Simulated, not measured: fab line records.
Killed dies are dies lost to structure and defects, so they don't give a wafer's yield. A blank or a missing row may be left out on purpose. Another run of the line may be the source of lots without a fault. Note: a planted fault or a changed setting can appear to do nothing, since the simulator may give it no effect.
Which tool is to blame? / flow n5Finfet / Sampling: 24 lots, 72 wafers, 6 of 1938 route steps

== WHAT EACH GAUGE READ, for each wafer ==
N5_BEOL_M2_THK_MEAS_53: measures by xrf. Usual: M2_THK 40.2 nm, standard deviation 1.7.
lot=L074; measured=day 7 10:19; on=filmMetro-01; M2_THK (nm)=38.9 36.2 41.1; flag=
lot=L075; measured=day 7 19:17; on=filmMetro-01; M2_THK (nm)=39.6 40.7 42.0; flag=
lot=L076; measured=day 8 00:05; on=filmMetro-02; M2_THK (nm)=38.6 39.1 38.5; flag=
lot=L077; measured=day 8 00:22; on=filmMetro-01; M2_THK (nm)=39.7 39.6 40.0; flag=
lot=L078; measured=day 8 01:58; on=filmMetro-02; M2_THK (nm)=41.8 41.2 40.8; flag=
lot=L079; measured=day 8 14:01; on=filmMetro-02; M2_THK (nm)=39.8 39.6 40.2; flag=
lot=L080; measured=day 8 22:55; on=filmMetro-01; M2_THK (nm)=42.3 42.7 39.6; flag=
lot=L081; measured=day 9 03:27; on=filmMetro-02; M2_THK (nm)=36.5 38.8 39.5; flag=
lot=L082; measured=day 9 11:20; on=filmMetro-02; M2_THK (nm)=41.2 41.6 40.9; flag=
lot=L083; measured=day 9 14:40; on=filmMetro-01; M2_THK (nm)=39.7 35.5 39.0; flag=
lot=L085; measured=day 9 17:22; on=filmMetro-02; M2_THK (nm)=39.5 43.4 40.3; flag=
lot=L084; measured=day 10 01:08; on=filmMetro-02; M2_THK (nm)=42.8 42.8 37.7; flag=
lot=L088; measured=day 10 08:01; on=filmMetro-02; M2_THK (nm)=41.6 36.9 41.1; flag=
lot=L086; measured=day 10 08:17; on=filmMetro-01; M2_THK (nm)=38.5 39.7 39.8; flag=
lot=L087; measured=day 10 23:06; on=filmMetro-02; M2_THK (nm)=38.2 39.8 40.3; flag=
lot=L089; measured=day 11 01:28; on=filmMetro-02; M2_THK (nm)=39.3 39.0 39.2; flag=
lot=L090; measured=day 11 07:45; on=filmMetro-02; M2_THK (nm)=38.5 43.0 41.6; flag=
lot=L091; measured=day 11 13:16; on=filmMetro-02; M2_THK (nm)=40.2 42.0 42.2; flag=
lot=L092; measured=day 12 03:05; on=filmMetro-02; M2_THK (nm)=40.2 39.6 41.1; flag=
lot=L094; measured=day 12 05:41; on=filmMetro-02; M2_THK (nm)=40.8 38.7 43.6; flag=
lot=L093; measured=day 12 06:08; on=filmMetro-01; M2_THK (nm)=38.2 40.9 41.2; flag=
lot=L095; measured=day 12 09:22; on=filmMetro-01; M2_THK (nm)=40.8 40.3 39.7; flag=
lot=L096; measured=day 12 10:59; on=filmMetro-02; M2_THK (nm)=39.5 38.3 37.5; flag=
lot=L097; measured=day 12 21:46; on=filmMetro-01; M2_THK (nm)=39.4 41.5 39.3; flag=

N5_BEOL_M2_INSPECT_59: inspects for defects (darkfield). Usual: rawDefectCount 66, standard deviation 20.
lot=L074; measured=day 7 10:36; on=defectInspect-01; rawDefectCount=49 44 50; flag=
lot=L075; measured=day 7 19:34; on=defectInspect-01; rawDefectCount=73 87 67; flag=
lot=L076; measured=day 8 00:23; on=defectInspect-02; rawDefectCount=63 95 60; flag=
lot=L077; measured=day 8 00:40; on=defectInspect-01; rawDefectCount=80 91 67; flag=
lot=L078; measured=day 8 02:16; on=defectInspect-01; rawDefectCount=47 66 77; flag=
lot=L079; measured=day 8 14:17; on=defectInspect-02; rawDefectCount=49 36 74; flag=
lot=L080; measured=day 8 23:12; on=defectInspect-02; rawDefectCount=100 79 76; flag=
lot=L081; measured=day 9 03:44; on=defectInspect-02; rawDefectCount=57 56 70; flag=
lot=L082; measured=day 9 11:37; on=defectInspect-01; rawDefectCount=76 68 47; flag=
lot=L083; measured=day 9 14:58; on=defectInspect-02; rawDefectCount=83 106 88; flag=
lot=L085; measured=day 9 17:38; on=defectInspect-02; rawDefectCount=37 76 65; flag=
lot=L084; measured=day 10 01:25; on=defectInspect-01; rawDefectCount=74 84 54; flag=
lot=L088; measured=day 10 08:22; on=defectInspect-01; rawDefectCount=97 91 70; flag=
lot=L086; measured=day 10 08:38; on=defectInspect-01; rawDefectCount=90 77 66; flag=
lot=L087; measured=day 10 23:23; on=defectInspect-02; rawDefectCount=50 83 57; flag=
lot=L089; measured=day 11 01:46; on=defectInspect-02; rawDefectCount=89 73 61; flag=
lot=L090; measured=day 11 08:02; on=defectInspect-02; rawDefectCount=67 52 56; flag=
lot=L091; measured=day 11 13:33; on=defectInspect-01; rawDefectCount=46 105 57; flag=
lot=L092; measured=day 12 03:22; on=defectInspect-02; rawDefectCount=85 80 77; flag=
lot=L094; measured=day 12 05:58; on=defectInspect-02; rawDefectCount=37 59 61; flag=
lot=L093; measured=day 12 06:25; on=defectInspect-01; rawDefectCount=40 87 66; flag=
lot=L095; measured=day 12 09:43; on=defectInspect-01; rawDefectCount=46 47 67; flag=
lot=L096; measured=day 12 11:16; on=defectInspect-01; rawDefectCount=40 78 37; flag=
lot=L097; measured=day 12 22:03; on=defectInspect-01; rawDefectCount=33 48 67; flag=

N5_BEOL_M3_OVL_MEAS_29. Usual: V2_OVL 0.1 nm, standard deviation 0.56.
lot=L074; measured=day 7 12:55; on=overlay-02; V2_OVL (nm)=0.6 0.4 0.5; flag=
lot=L075; measured=day 8 02:46; on=overlay-01; V2_OVL (nm)=0.6 1.5 0.1; flag=
lot=L076; measured=day 8 04:05; on=overlay-01; V2_OVL (nm)=0.1 0.3 0.3; flag=
lot=L077; measured=day 8 04:49; on=overlay-02; V2_OVL (nm)=0.8 0.3 -0.3; flag=
lot=L078; measured=day 8 05:10; on=overlay-02; V2_OVL (nm)=0.3 -0.3 0.7; flag=
lot=L079; measured=day 8 16:10; on=overlay-02; V2_OVL (nm)=0.3 -0.5 -0.6; flag=
lot=L080; measured=day 9 02:17; on=overlay-02; V2_OVL (nm)=1.2 0.4 0.3; flag=
lot=L081; measured=day 9 06:41; on=overlay-02; V2_OVL (nm)=-0.9 -0.9 0.6; flag=
lot=L082; measured=day 9 15:07; on=overlay-01; V2_OVL (nm)=0.3 -0.5 0.2; flag=
lot=L083; measured=day 9 18:37; on=overlay-01; V2_OVL (nm)=0.8 0.5 0.2; flag=
lot=L085; measured=day 9 19:42; on=overlay-02; V2_OVL (nm)=0.8 0.6 1.3; flag=
lot=L084; measured=day 10 05:55; on=overlay-01; V2_OVL (nm)=-1.1 -0.2 -0.8; flag=
lot=L088; measured=day 10 11:40; on=overlay-01; V2_OVL (nm)=0.2 0.2 0.9; flag=
lot=L086; measured=day 10 11:52; on=overlay-02; V2_OVL (nm)=-0.3 0.4 0.8; flag=
lot=L087; measured=day 11 02:48; on=overlay-02; V2_OVL (nm)=0.1 0.2 0.3; flag=
lot=L089; measured=day 11 03:16; on=overlay-01; V2_OVL (nm)=0.1 -0.1 -0.3; flag=
lot=L090; measured=day 11 10:48; on=overlay-01; V2_OVL (nm)=-0.8 -0.5 0.1; flag=
lot=L091; measured=day 11 16:57; on=overlay-02; V2_OVL (nm)=0.3 0.8 0.8; flag=
lot=L092; measured=day 12 06:37; on=overlay-01; V2_OVL (nm)=-0.9 -0.1 -0.2; flag=
lot=L094; measured=day 12 08:08; on=overlay-02; V2_OVL (nm)=0.9 0.0 0.5; flag=
lot=L093; measured=day 12 10:00; on=overlay-02; V2_OVL (nm)=-0.3 0.0 -0.7; flag=
lot=L095; measured=day 12 11:48; on=overlay-01; V2_OVL (nm)=-0.1 -0.6 0.2; flag=
lot=L096; measured=day 12 14:55; on=overlay-02; V2_OVL (nm)=0.3 -0.7 -0.6; flag=
lot=L097; measured=day 13 01:23; on=overlay-01; V2_OVL (nm)=-0.3 0.0 0.6; flag=

== WHICH TOOL RAN EACH LOT (tool, then ch and the chambers of the sampled wafers, then the start) ==
lot=L074; N5_BEOL_M2_SPUTTER_96=pvdSputter-01, day 7 09:31; N5_BEOL_M3_ETCH_63=rieDiel-01 ch 2,3, day 7 12:00; N5_BEOL_M3_ETCH_64=rieDiel-01 ch 2,3, day 7 12:02
lot=L075; N5_BEOL_M2_SPUTTER_96=pvdSputter-02, day 7 18:29; N5_BEOL_M3_ETCH_63=rieDiel-02 ch 2, day 7 21:13; N5_BEOL_M3_ETCH_64=rieDiel-02 ch 2, day 7 21:15
lot=L076; N5_BEOL_M2_SPUTTER_96=pvdSputter-02, day 7 23:18; N5_BEOL_M3_ETCH_63=rieDiel-03 ch 0,1,3, day 8 03:07; N5_BEOL_M3_ETCH_64=rieDiel-03 ch 0,1,3, day 8 03:08
lot=L077; N5_BEOL_M2_SPUTTER_96=pvdSputter-01, day 7 23:31; N5_BEOL_M3_ETCH_63=rieDiel-01 ch 2,3, day 8 03:55; N5_BEOL_M3_ETCH_64=rieDiel-01 ch 2,3, day 8 03:56
lot=L078; N5_BEOL_M2_SPUTTER_96=pvdSputter-02, day 8 01:11; N5_BEOL_M3_ETCH_63=rieDiel-01 ch 0,3, day 8 04:16; N5_BEOL_M3_ETCH_64=rieDiel-01 ch 0,3, day 8 04:17
lot=L079; N5_BEOL_M2_SPUTTER_96=pvdSputter-01, day 8 13:13; N5_BEOL_M3_ETCH_63=rieDiel-02 ch 0,2,3, day 8 15:19; N5_BEOL_M3_ETCH_64=rieDiel-02 ch 0,2,3, day 8 15:20
lot=L080; N5_BEOL_M2_SPUTTER_96=pvdSputter-01, day 8 22:06; N5_BEOL_M3_ETCH_63=rieDiel-02 ch 0,2,3, day 9 01:22; N5_BEOL_M3_ETCH_64=rieDiel-02 ch 0,2,3, day 9 01:24
lot=L081; N5_BEOL_M2_SPUTTER_96=pvdSputter-02, day 9 02:38; N5_BEOL_M3_ETCH_63=rieDiel-03 ch 1,2,3, day 9 05:47; N5_BEOL_M3_ETCH_64=rieDiel-03 ch 1,2,3, day 9 05:49
lot=L082; N5_BEOL_M2_SPUTTER_96=pvdSputter-03, day 9 09:14; N5_BEOL_M3_ETCH_63=rieDiel-03 ch 0,2,3, day 9 14:22; N5_BEOL_M3_ETCH_64=rieDiel-03 ch 0,2,3, day 9 14:23
lot=L083; N5_BEOL_M2_SPUTTER_96=pvdSputter-03, day 9 13:53; N5_BEOL_M3_ETCH_63=rieDiel-02 ch 0,2,3, day 9 17:53; N5_BEOL_M3_ETCH_64=rieDiel-02 ch 0,2,3, day 9 17:55
lot=L085; N5_BEOL_M2_SPUTTER_96=pvdSputter-02, day 9 16:34; N5_BEOL_M3_ETCH_63=rieDiel-02 ch 0,2,3, day 9 18:58; N5_BEOL_M3_ETCH_64=rieDiel-02 ch 0,2,3, day 9 18:59
lot=L084; N5_BEOL_M2_SPUTTER_96=pvdSputter-03, day 9 23:55; N5_BEOL_M3_ETCH_63=rieDiel-01 ch 0,2,3, day 10 04:57; N5_BEOL_M3_ETCH_64=rieDiel-01 ch 0,2,3, day 10 04:59
lot=L088; N5_BEOL_M2_SPUTTER_96=pvdSputter-02, day 10 07:14; N5_BEOL_M3_ETCH_63=rieDiel-01 ch 0,2,3, day 10 10:51; N5_BEOL_M3_ETCH_64=rieDiel-01 ch 0,2,3, day 10 10:53
lot=L086; N5_BEOL_M2_SPUTTER_96=pvdSputter-03, day 10 07:18; N5_BEOL_M3_ETCH_63=rieDiel-03 ch 0,1,3, day 10 10:52; N5_BEOL_M3_ETCH_64=rieDiel-03 ch 0,1,3, day 10 10:54
lot=L087; N5_BEOL_M2_SPUTTER_96=pvdSputter-01, day 10 22:17; N5_BEOL_M3_ETCH_63=rieDiel-02 ch 0,1,3, day 11 02:01; N5_BEOL_M3_ETCH_64=rieDiel-02 ch 0,1,3, day 11 02:03
lot=L089; N5_BEOL_M2_SPUTTER_96=pvdSputter-02, day 11 00:41; N5_BEOL_M3_ETCH_63=rieDiel-02 ch 0,1, day 11 02:32; N5_BEOL_M3_ETCH_64=rieDiel-02 ch 0,1, day 11 02:34
lot=L090; N5_BEOL_M2_SPUTTER_96=pvdSputter-03, day 11 06:58; N5_BEOL_M3_ETCH_63=rieDiel-02 ch 0,1,2, day 11 09:57; N5_BEOL_M3_ETCH_64=rieDiel-02 ch 0,1,2, day 11 09:59
lot=L091; N5_BEOL_M2_SPUTTER_96=pvdSputter-01, day 11 12:19; N5_BEOL_M3_ETCH_63=rieDiel-01 ch 1,2,3, day 11 16:13; N5_BEOL_M3_ETCH_64=rieDiel-01 ch 1,2,3, day 11 16:15
lot=L092; N5_BEOL_M2_SPUTTER_96=pvdSputter-02, day 12 01:54; N5_BEOL_M3_ETCH_63=rieDiel-02 ch 0,1, day 12 05:43; N5_BEOL_M3_ETCH_64=rieDiel-02 ch 0,1, day 12 05:45
lot=L094; N5_BEOL_M2_SPUTTER_96=pvdSputter-03, day 12 04:47; N5_BEOL_M3_ETCH_63=rieDiel-03 ch 1,3, day 12 07:23; N5_BEOL_M3_ETCH_64=rieDiel-03 ch 1,3, day 12 07:25
lot=L093; N5_BEOL_M2_SPUTTER_96=pvdSputter-02, day 12 05:18; N5_BEOL_M3_ETCH_63=rieDiel-02 ch 2,3, day 12 09:02; N5_BEOL_M3_ETCH_64=rieDiel-02 ch 2,3, day 12 09:04
lot=L095; N5_BEOL_M2_SPUTTER_96=pvdSputter-02, day 12 08:29; N5_BEOL_M3_ETCH_63=rieDiel-02 ch 1,3, day 12 11:04; N5_BEOL_M3_ETCH_64=rieDiel-02 ch 1,3, day 12 11:06
lot=L096; N5_BEOL_M2_SPUTTER_96=pvdSputter-03, day 12 09:44; N5_BEOL_M3_ETCH_63=rieDiel-03 ch 0,1,2, day 12 14:03; N5_BEOL_M3_ETCH_64=rieDiel-03 ch 0,1,2, day 12 14:05
lot=L097; N5_BEOL_M2_SPUTTER_96=pvdSputter-03, day 12 20:59; N5_BEOL_M3_ETCH_63=rieDiel-02 ch 1,2,3, day 13 00:40; N5_BEOL_M3_ETCH_64=rieDiel-02 ch 1,2,3, day 13 00:41
- N5_BEOL_M2_SPUTTER_96: material Cu, target thk 4.5 nm, time 8.29 s.
- N5_BEOL_M3_ETCH_63: etches SiARC in CF4, target depth 15.6 nm, time 26 s.
- N5_BEOL_M3_ETCH_64: etches SOC in N2/H2, target depth 75 nm, overetch 15 nm, time 112.5 s.

== AS READ BY THE TOOLS THEMSELVES (means over the sampled wafers that have a number; for cases with no such wafer, the mark the record gives instead) ==
N5_BEOL_M2_SPUTTER_96. Usual: throttleValvePct 29.7 %, standard deviation 0.94.
lot=L074; tool=pvdSputter-01; throttleValvePct (%)=29.8; flag=
lot=L075; tool=pvdSputter-02; throttleValvePct (%)=29.3; flag=
lot=L076; tool=pvdSputter-02; throttleValvePct (%)=29.2; flag=
lot=L077; tool=pvdSputter-01; throttleValvePct (%)=30.4; flag=
lot=L078; tool=pvdSputter-02; throttleValvePct (%)=29.6; flag=
lot=L079; tool=pvdSputter-01; throttleValvePct (%)=30.4; flag=
lot=L080; tool=pvdSputter-01; throttleValvePct (%)=29.6; flag=
lot=L081; tool=pvdSputter-02; throttleValvePct (%)=28.8; flag=
lot=L082; tool=pvdSputter-03; throttleValvePct (%)=30.2; flag=
lot=L083; tool=pvdSputter-03; throttleValvePct (%)=30.2; flag=
lot=L085; tool=pvdSputter-02; throttleValvePct (%)=29.1; flag=
lot=L084; tool=pvdSputter-03; throttleValvePct (%)=30.2; flag=
lot=L088; tool=pvdSputter-02; throttleValvePct (%)=29.2; flag=
lot=L086; tool=pvdSputter-03; throttleValvePct (%)=29.7; flag=
lot=L087; tool=pvdSputter-01; throttleValvePct (%)=29.3; flag=
lot=L089; tool=pvdSputter-02; throttleValvePct (%)=29.1; flag=
lot=L090; tool=pvdSputter-03; throttleValvePct (%)=29.7; flag=
lot=L091; tool=pvdSputter-01; throttleValvePct (%)=30.7; flag=
lot=L092; tool=pvdSputter-02; throttleValvePct (%)=29.4; flag=
lot=L094; tool=pvdSputter-03; throttleValvePct (%)=29.5; flag=
lot=L093; tool=pvdSputter-02; throttleValvePct (%)=29.3; flag=
lot=L095; tool=pvdSputter-02; throttleValvePct (%)=29.9; flag=
lot=L096; tool=pvdSputter-03; throttleValvePct (%)=29.4; flag=
lot=L097; tool=pvdSputter-03; throttleValvePct (%)=29.4; flag=

N5_BEOL_M3_ETCH_63. Usual: cf4FlowSccm 99.97 sccm (standard deviation 0.29); drypumpMotorCurrentA 5.7 A (standard deviation 0.36); etchRfOnTimeS 26.2 s (standard deviation 0.82); oesProductAu 0.67 a.u. (standard deviation 0.072); rfVppV 183.8 V (standard deviation 1.1); showerheadPlenumPTorr 2.12 Torr (standard deviation 0.063); throttleValvePct 15.70 % (standard deviation 0.26).
lot=L074; tool=rieDiel-01; cf4FlowSccm (sccm)=99.91; drypumpMotorCurrentA (A)=6.1; etchRfOnTimeS (s)=25.4; oesProductAu (a.u.)=0.63; rfVppV (V)=182.9; showerheadPlenumPTorr (Torr)=2.10; throttleValvePct (%)=15.85; flag=
lot=L075; tool=rieDiel-02; cf4FlowSccm (sccm)=100.63; drypumpMotorCurrentA (A)=5.9; etchRfOnTimeS (s)=27.3; oesProductAu (a.u.)=0.63; rfVppV (V)=184.5; showerheadPlenumPTorr (Torr)=2.14; throttleValvePct (%)=15.69; flag=
lot=L076; tool=rieDiel-03; cf4FlowSccm (sccm)=99.91; drypumpMotorCurrentA (A)=5.2; etchRfOnTimeS (s)=26.7; oesProductAu (a.u.)=0.62; rfVppV (V)=184.0; showerheadPlenumPTorr (Torr)=2.14; throttleValvePct (%)=15.97; flag=
lot=L077; tool=rieDiel-01; cf4FlowSccm (sccm)=100.09; drypumpMotorCurrentA (A)=6.0; etchRfOnTimeS (s)=25.7; oesProductAu (a.u.)=0.64; rfVppV (V)=184.4; showerheadPlenumPTorr (Torr)=2.16; throttleValvePct (%)=15.64; flag=
lot=L078; tool=rieDiel-01; cf4FlowSccm (sccm)=99.57; drypumpMotorCurrentA (A)=6.3; etchRfOnTimeS (s)=25.6; oesProductAu (a.u.)=0.63; rfVppV (V)=183.1; showerheadPlenumPTorr (Torr)=2.09; throttleValvePct (%)=15.63; flag=
lot=L079; tool=rieDiel-02; cf4FlowSccm (sccm)=100.18; drypumpMotorCurrentA (A)=5.6; etchRfOnTimeS (s)=26.5; oesProductAu (a.u.)=0.71; rfVppV (V)=184.0; showerheadPlenumPTorr (Torr)=2.17; throttleValvePct (%)=15.49; flag=
lot=L080; tool=rieDiel-02; cf4FlowSccm (sccm)=99.94; drypumpMotorCurrentA (A)=5.6; etchRfOnTimeS (s)=26.3; oesProductAu (a.u.)=0.71; rfVppV (V)=184.8; showerheadPlenumPTorr (Torr)=2.17; throttleValvePct (%)=15.49; flag=
lot=L081; tool=rieDiel-03; cf4FlowSccm (sccm)=100.08; drypumpMotorCurrentA (A)=5.4; etchRfOnTimeS (s)=26.7; oesProductAu (a.u.)=0.69; rfVppV (V)=183.3; showerheadPlenumPTorr (Torr)=2.09; throttleValvePct (%)=15.87; flag=
lot=L082; tool=rieDiel-03; cf4FlowSccm (sccm)=100.29; drypumpMotorCurrentA (A)=5.5; etchRfOnTimeS (s)=26.2; oesProductAu (a.u.)=0.70; rfVppV (V)=183.2; showerheadPlenumPTorr (Torr)=2.13; throttleValvePct (%)=15.83; flag=
lot=L083; tool=rieDiel-02; cf4FlowSccm (sccm)=99.89; drypumpMotorCurrentA (A)=5.6; etchRfOnTimeS (s)=26.3; oesProductAu (a.u.)=0.70; rfVppV (V)=184.9; showerheadPlenumPTorr (Torr)=2.17; throttleValvePct (%)=15.50; flag=
lot=L085; tool=rieDiel-02; cf4FlowSccm (sccm)=99.82; drypumpMotorCurrentA (A)=5.6; etchRfOnTimeS (s)=26.3; oesProductAu (a.u.)=0.70; rfVppV (V)=184.1; showerheadPlenumPTorr (Torr)=2.17; throttleValvePct (%)=15.50; flag=
lot=L084; tool=rieDiel-01; cf4FlowSccm (sccm)=100.08; drypumpMotorCurrentA (A)=6.2; etchRfOnTimeS (s)=25.5; oesProductAu (a.u.)=0.63; rfVppV (V)=182.9; showerheadPlenumPTorr (Torr)=2.12; throttleValvePct (%)=15.66; flag=
lot=L088; tool=rieDiel-01; cf4FlowSccm (sccm)=99.89; drypumpMotorCurrentA (A)=6.2; etchRfOnTimeS (s)=25.7; oesProductAu (a.u.)=0.62; rfVppV (V)=184.0; showerheadPlenumPTorr (Torr)=2.12; throttleValvePct (%)=15.67; flag=
lot=L086; tool=rieDiel-03; cf4FlowSccm (sccm)=99.84; drypumpMotorCurrentA (A)=5.2; etchRfOnTimeS (s)=26.6; oesProductAu (a.u.)=0.60; rfVppV (V)=183.3; showerheadPlenumPTorr (Torr)=2.13; throttleValvePct (%)=16.00; flag=
lot=L087; tool=rieDiel-02; cf4FlowSccm (sccm)=99.81; drypumpMotorCurrentA (A)=5.5; etchRfOnTimeS (s)=25.9; oesProductAu (a.u.)=0.71; rfVppV (V)=183.3; showerheadPlenumPTorr (Torr)=2.14; throttleValvePct (%)=15.55; flag=
lot=L089; tool=rieDiel-02; cf4FlowSccm (sccm)=100.33; drypumpMotorCurrentA (A)=5.6; etchRfOnTimeS (s)=25.9; oesProductAu (a.u.)=0.74; rfVppV (V)=183.8; showerheadPlenumPTorr (Torr)=2.14; throttleValvePct (%)=15.44; flag=
lot=L090; tool=rieDiel-02; cf4FlowSccm (sccm)=100.12; drypumpMotorCurrentA (A)=5.7; etchRfOnTimeS (s)=26.6; oesProductAu (a.u.)=0.68; rfVppV (V)=183.6; showerheadPlenumPTorr (Torr)=2.12; throttleValvePct (%)=15.60; flag=
lot=L091; tool=rieDiel-01; cf4FlowSccm (sccm)=99.97; drypumpMotorCurrentA (A)=5.8; etchRfOnTimeS (s)=25.7; oesProductAu (a.u.)=0.62; rfVppV (V)=184.0; showerheadPlenumPTorr (Torr)=2.09; throttleValvePct (%)=15.80; flag=
lot=L092; tool=rieDiel-02; cf4FlowSccm (sccm)=100.22; drypumpMotorCurrentA (A)=5.6; etchRfOnTimeS (s)=26.5; oesProductAu (a.u.)=0.68; rfVppV (V)=183.8; showerheadPlenumPTorr (Torr)=2.09; throttleValvePct (%)=15.65; flag=
lot=L094; tool=rieDiel-03; cf4FlowSccm (sccm)=99.85; drypumpMotorCurrentA (A)=5.2; etchRfOnTimeS (s)=26.6; oesProductAu (a.u.)=0.69; rfVppV (V)=183.5; showerheadPlenumPTorr (Torr)=2.07; throttleValvePct (%)=15.79; flag=
lot=L093; tool=rieDiel-02; cf4FlowSccm (sccm)=100.01; drypumpMotorCurrentA (A)=5.7; etchRfOnTimeS (s)=26.9; oesProductAu (a.u.)=0.64; rfVppV (V)=183.8; showerheadPlenumPTorr (Torr)=2.15; throttleValvePct (%)=15.69; flag=
lot=L095; tool=rieDiel-02; cf4FlowSccm (sccm)=99.78; drypumpMotorCurrentA (A)=5.5; etchRfOnTimeS (s)=26.0; oesProductAu (a.u.)=0.66; rfVppV (V)=183.2; showerheadPlenumPTorr (Torr)=2.08; throttleValvePct (%)=15.76; flag=
lot=L096; tool=rieDiel-03; cf4FlowSccm (sccm)=99.77; drypumpMotorCurrentA (A)=5.4; etchRfOnTimeS (s)=25.9; oesProductAu (a.u.)=0.73; rfVppV (V)=183.3; showerheadPlenumPTorr (Torr)=2.14; throttleValvePct (%)=15.83; flag=
lot=L097; tool=rieDiel-02; cf4FlowSccm (sccm)=99.98; drypumpMotorCurrentA (A)=5.6; etchRfOnTimeS (s)=26.2; oesProductAu (a.u.)=0.65; rfVppV (V)=182.9; showerheadPlenumPTorr (Torr)=2.11; throttleValvePct (%)=15.73; flag=

N5_BEOL_M3_ETCH_64. Usual: drypumpMotorCurrentA 5.7 A, standard deviation 0.36; oesProductAu 0.62 a.u., standard deviation 0.062; rfVppV 523.3 V, standard deviation 2.3; showerheadPlenumPTorr 2.51 Torr, standard deviation 0.078; throttleValvePct 17.88 %, standard deviation 0.29.
lot=L074; tool=rieDiel-01; drypumpMotorCurrentA (A)=6.1; oesProductAu (a.u.)=0.58; rfVppV (V)=523.8; showerheadPlenumPTorr (Torr)=2.49; throttleValvePct (%)=18.06; flag=
lot=L075; tool=rieDiel-02; drypumpMotorCurrentA (A)=5.9; oesProductAu (a.u.)=0.59; rfVppV (V)=524.6; showerheadPlenumPTorr (Torr)=2.54; throttleValvePct (%)=17.84; flag=
lot=L076; tool=rieDiel-03; drypumpMotorCurrentA (A)=5.2; oesProductAu (a.u.)=0.58; rfVppV (V)=523.3; showerheadPlenumPTorr (Torr)=2.54; throttleValvePct (%)=18.17; flag=
lot=L077; tool=rieDiel-01; drypumpMotorCurrentA (A)=6.1; oesProductAu (a.u.)=0.58; rfVppV (V)=524.7; showerheadPlenumPTorr (Torr)=2.57; throttleValvePct (%)=17.82; flag=
lot=L078; tool=rieDiel-01; drypumpMotorCurrentA (A)=6.3; oesProductAu (a.u.)=0.58; rfVppV (V)=523.2; showerheadPlenumPTorr (Torr)=2.48; throttleValvePct (%)=17.80; flag=
lot=L079; tool=rieDiel-02; drypumpMotorCurrentA (A)=5.6; oesProductAu (a.u.)=0.66; rfVppV (V)=524.8; showerheadPlenumPTorr (Torr)=2.57; throttleValvePct (%)=17.62; flag=
lot=L080; tool=rieDiel-02; drypumpMotorCurrentA (A)=5.6; oesProductAu (a.u.)=0.66; rfVppV (V)=524.4; showerheadPlenumPTorr (Torr)=2.57; throttleValvePct (%)=17.63; flag=
lot=L081; tool=rieDiel-03; drypumpMotorCurrentA (A)=5.4; oesProductAu (a.u.)=0.64; rfVppV (V)=521.8; showerheadPlenumPTorr (Torr)=2.48; throttleValvePct (%)=18.08; flag=
lot=L082; tool=rieDiel-03; drypumpMotorCurrentA (A)=5.5; oesProductAu (a.u.)=0.66; rfVppV (V)=523.4; showerheadPlenumPTorr (Torr)=2.52; throttleValvePct (%)=18.03; flag=
lot=L083; tool=rieDiel-02; drypumpMotorCurrentA (A)=5.6; oesProductAu (a.u.)=0.65; rfVppV (V)=523.9; showerheadPlenumPTorr (Torr)=2.57; throttleValvePct (%)=17.63; flag=
lot=L085; tool=rieDiel-02; drypumpMotorCurrentA (A)=5.6; oesProductAu (a.u.)=0.65; rfVppV (V)=524.7; showerheadPlenumPTorr (Torr)=2.57; throttleValvePct (%)=17.62; flag=
lot=L084; tool=rieDiel-01; drypumpMotorCurrentA (A)=6.2; oesProductAu (a.u.)=0.57; rfVppV (V)=523.5; showerheadPlenumPTorr (Torr)=2.52; throttleValvePct (%)=17.84; flag=
lot=L088; tool=rieDiel-01; drypumpMotorCurrentA (A)=6.2; oesProductAu (a.u.)=0.57; rfVppV (V)=524.2; showerheadPlenumPTorr (Torr)=2.52; throttleValvePct (%)=17.83; flag=
lot=L086; tool=rieDiel-03; drypumpMotorCurrentA (A)=5.2; oesProductAu (a.u.)=0.57; rfVppV (V)=522.8; showerheadPlenumPTorr (Torr)=2.53; throttleValvePct (%)=18.20; flag=
lot=L087; tool=rieDiel-02; drypumpMotorCurrentA (A)=5.5; oesProductAu (a.u.)=0.66; rfVppV (V)=524.4; showerheadPlenumPTorr (Torr)=2.53; throttleValvePct (%)=17.69; flag=
lot=L089; tool=rieDiel-02; drypumpMotorCurrentA (A)=5.6; oesProductAu (a.u.)=0.69; rfVppV (V)=523.6; showerheadPlenumPTorr (Torr)=2.55; throttleValvePct (%)=17.68; flag=
lot=L090; tool=rieDiel-02; drypumpMotorCurrentA (A)=5.7; oesProductAu (a.u.)=0.63; rfVppV (V)=523.6; showerheadPlenumPTorr (Torr)=2.52; throttleValvePct (%)=17.81; flag=
lot=L091; tool=rieDiel-01; drypumpMotorCurrentA (A)=5.8; oesProductAu (a.u.)=0.57; rfVppV (V)=522.5; showerheadPlenumPTorr (Torr)=2.49; throttleValvePct (%)=18.03; flag=
lot=L092; tool=rieDiel-02; drypumpMotorCurrentA (A)=5.6; oesProductAu (a.u.)=0.64; rfVppV (V)=521.6; showerheadPlenumPTorr (Torr)=2.49; throttleValvePct (%)=17.88; flag=
lot=L094; tool=rieDiel-03; drypumpMotorCurrentA (A)=5.2; oesProductAu (a.u.)=0.64; rfVppV (V)=521.4; showerheadPlenumPTorr (Torr)=2.45; throttleValvePct (%)=17.99; flag=
lot=L093; tool=rieDiel-02; drypumpMotorCurrentA (A)=5.7; oesProductAu (a.u.)=0.60; rfVppV (V)=523.1; showerheadPlenumPTorr (Torr)=2.53; throttleValvePct (%)=17.76; flag=
lot=L095; tool=rieDiel-02; drypumpMotorCurrentA (A)=5.5; oesProductAu (a.u.)=0.61; rfVppV (V)=522.7; showerheadPlenumPTorr (Torr)=2.46; throttleValvePct (%)=17.90; flag=
lot=L096; tool=rieDiel-03; drypumpMotorCurrentA (A)=5.5; oesProductAu (a.u.)=0.68; rfVppV (V)=524.4; showerheadPlenumPTorr (Torr)=2.54; throttleValvePct (%)=18.09; flag=
lot=L097; tool=rieDiel-02; drypumpMotorCurrentA (A)=5.6; oesProductAu (a.u.)=0.60; rfVppV (V)=523.3; showerheadPlenumPTorr (Torr)=2.50; throttleValvePct (%)=17.84; flag=

== THE ANSWER, worked out from the rows above alone ==
Rule: a lot is off if the mean of its wafers that have a number lies more than 3 standard deviations from the usual mean. Also off: a lot with no number at a reading for which 4 or more lots have one. The other lots that the step has rows for count as sound. First the gauges in route order, then the tools' own readings, where a lot's mean is used as printed above. At the first step where some lot is off, the reading lying furthest off is the one used; lots without a number count as furthest.
Nothing can be told from this: no lot is off at any reading shown.

== WHAT THE SIMULATOR HAD PUT IN ==
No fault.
